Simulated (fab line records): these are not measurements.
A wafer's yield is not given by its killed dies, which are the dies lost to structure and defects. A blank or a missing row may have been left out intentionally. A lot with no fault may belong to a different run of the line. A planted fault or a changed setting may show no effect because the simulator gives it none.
Chamber matching | flow n5Finfet | 4 sister chambers for N5_BEOL_M1_STRIP_66 on rieDiel-06
The step strips in CF4. 4 wafers are shown with their chamber, then 7 later ones without.

## EACH WAFER AND ITS CHAMBER
wafer  | chamber | drypumpMotorCurrentA (A)
L087.1 | 1       | 6.6
L088.5 | 2       | 5.7
L090.3 | 0       | 5.8
L090.4 | 3       | 5.9

## WAFERS WITHOUT THEIR CHAMBER
wafer  | drypumpMotorCurrentA (A)
L090.6 | 5.8
L091.1 | 5.9
L091.2 | 5.8
L091.6 | 5.6
L092.1 | 5.8
L092.2 | 5.9
L092.3 | 6.7

## WHICH CHAMBER EACH ONE RAN IN
wafer  | from the rows above          | in truth
L090.6 | can't be placed: 0 or 2 or 3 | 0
L091.1 | can't be placed: 3 or 0      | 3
L091.2 | can't be placed: 0 or 2 or 3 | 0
L091.6 | can't be placed: 2 or 0      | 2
L092.1 | can't be placed: 0 or 2 or 3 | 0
L092.2 | can't be placed: 3 or 0      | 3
L092.3 | 1                            | 1
Placed correctly: 1 of 7. Not placeable from these rows: 6 (in 6, the candidates include the true chamber). Placed wrongly: 0.
How it was worked out, from the rows above alone: a wafer's distance from a chamber is the root of the sum, over the readings, of the square of ((its reading less the chamber's mean) divided by the reading's scatter). The wafer belongs to the nearest chamber; if the next one is less than 2 further off, it can't be placed. A chamber's mean is the mean of its shown wafers. The scatter: root of mean squared gap, hidden wafer to nearest shown wafer, with one shown wafer a chamber.
